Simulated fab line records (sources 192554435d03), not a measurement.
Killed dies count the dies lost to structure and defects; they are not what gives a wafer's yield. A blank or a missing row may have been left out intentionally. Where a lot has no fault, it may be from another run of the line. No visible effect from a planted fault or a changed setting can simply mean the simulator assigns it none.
Split-lot trial	flow n5 finfet	21 wafers read across 7 lots, on a route 1938 steps long

== THE SPLIT ==
At N5_BEOL_M2_DESCUM_33 (chemistry O2, time 7 s), the setting time s was moved away from the recipe's 7 s on 9 of the 21 wafers read, by -20.6% to +13.4%. For the rest of the wafers, this setting stayed at what the recipe calls for.

== FROM THE SPLIT TO THE READING: what the file shows between them, 1 step ==
- N5_BEOL_M2_ETCH_77: etches underlayer in N2/H2, target depth 6.5 nm, time 5.2 s

== THE READING ==
CAR-EUV_of_BEOL_M2_COAT_22.thk nm (the simulator's own value, which no gauge read), in nm, at N5_BEOL_M2_ETCHBACK_99 (etches SiO2 in CHF3, target depth 5 nm, time 10.4 s). The file gives no usual value for it. Across the 12 wafers here that went through the recipe, the average is 10.4 nm and the standard deviation 0.099 nm.

wafer	tool, chamber at the split	time s as run, s	against the recipe	CAR-EUV_of_BEOL_M2_COAT_22.thk nm, nm	against lot-mates on the recipe
L074.1	rie diel-02, 1	7.435	+6.2%	10.4	-0.2
L074.2	rie diel-02, 2	7	recipe	10.6	-
L074.4	rie diel-02, 0	7.435	+6.2%	10.2	-0.4
L081.3	rie diel-02, 1	7	recipe	10.4	-
L081.4	rie diel-02, 2,0	6.419	-8.3%	10.6	+0.2
L081.6	rie diel-02, 2,0	6.419	-8.3%	10.6	+0.2
L083.1	rie diel-05, 2,1	7	recipe	10.4	-
L083.5	rie diel-05, 2,1	7	recipe	10.4	-
L083.6	rie diel-05, 2	7.645	+9.2%	10	-0.4
L091.3	rie diel-05, 1	7	recipe	10.6	-
L091.4	rie diel-05, 0	5.555	-20.6%	11.2	+0.7
L091.5	rie diel-05, 2	7	recipe	10.4	-
L092.1	rie diel-04, 1	6.488	-7.3%	10.8	+0.4
L092.3	rie diel-04, 3	6.488	-7.3%	10.8	+0.4
L092.4	rie diel-04, 2	7	recipe	10.4	-
L095.1	rie diel-04, 3,0	7	recipe	10.4	-
L095.3	rie diel-04, 2	7.941	+13.4%	10	-0.4
L095.5	rie diel-04, 3,0	7	recipe	10.4	-
L097.1	rie diel-02, 1,2,3	7	recipe	10.4	-
L097.2	rie diel-02, 1,2,3	7	recipe	10.4	-
L097.3	rie diel-02, 1,2,3	7	recipe	10.2	-
If several chambers appear in one row, that row covers several wafers at once and the file leaves open which wafer was in which chamber.

THE FIT
A straight line over all 21 wafers: CAR-EUV_of_BEOL_M2_COAT_22.thk nm changes by -0.035 nm for each +1% of time s; r = -0.92; the points scatter about the line by 0.11 nm.
The same after taking each lot's own level away (the mean of its wafers on the recipe; 21 wafers): -0.036 nm for each +1%; r = -0.95; scatter 0.088 nm.
Per that fit: largest time s move, reading shift of 0.74 nm.
Measured against the standard deviation above, the lots' own levels, which go from 10.33 to 10.60 nm, span 2.7 times it.
Hence the lot-to-lot level has little effect on the slope; both slopes agree.
Check: with one of the wafers moved furthest among these (-20.6%) left out of the fit, the line predicts +0.768 nm for it against its lot-mates. It came out at +0.7 nm against them.

== OTHER SPLITS APPLIED TO THESE WAFERS ==
Other splits were also applied to these wafers ahead of the reading. Each is held against what the fit with the lots' levels taken away leaves over:
other split on the same wafers	wafers away from the commonest value	r with CAR-EUV_of_BEOL_M2_COAT_22.thk nm (lot level and that fit taken away)
N5_BEOL_M1_COAT_62 spin rpm	10	-0.15
N5_BEOL_M1_ETCH_77 source w	8	+0.07
N5_BEOL_M1_ETCH_70 time s	6	+0.00

== THE WHOLE CHAIN: every reading that the file lists as answering this split, in the file's order ==
step	what it does	reading	change (the file's fit)	r (the file's)
N5_BEOL_M2_DESCUM_33	chemistry O2, time 7 s	CAR-EUV_of_BEOL_M2_COAT_22.thk nm (the simulator's own value, which no gauge read)	-0.0394 nm for each +1% of the setting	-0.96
N5_BEOL_M2_ETCH_77	etches underlayer in N2/H2, target depth 6.5 nm, time 5.2 s	CAR-EUV_of_BEOL_M2_COAT_22.thk nm (the simulator's own value, which no gauge read)	-0.0334 nm for each +1% of the setting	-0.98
N5_BEOL_M2_ETCHBACK_99	etches SiO2 in CHF3, target depth 5 nm, time 10.4 s	CAR-EUV_of_BEOL_M2_COAT_22.thk nm (the simulator's own value, which no gauge read)	-0.0351 nm for each +1% of the setting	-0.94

== THE FILE'S OWN FIT ==
CAR-EUV_of_BEOL_M2_COAT_22.thk nm changes by -0.0351 nm for each +1% of time s, r = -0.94.
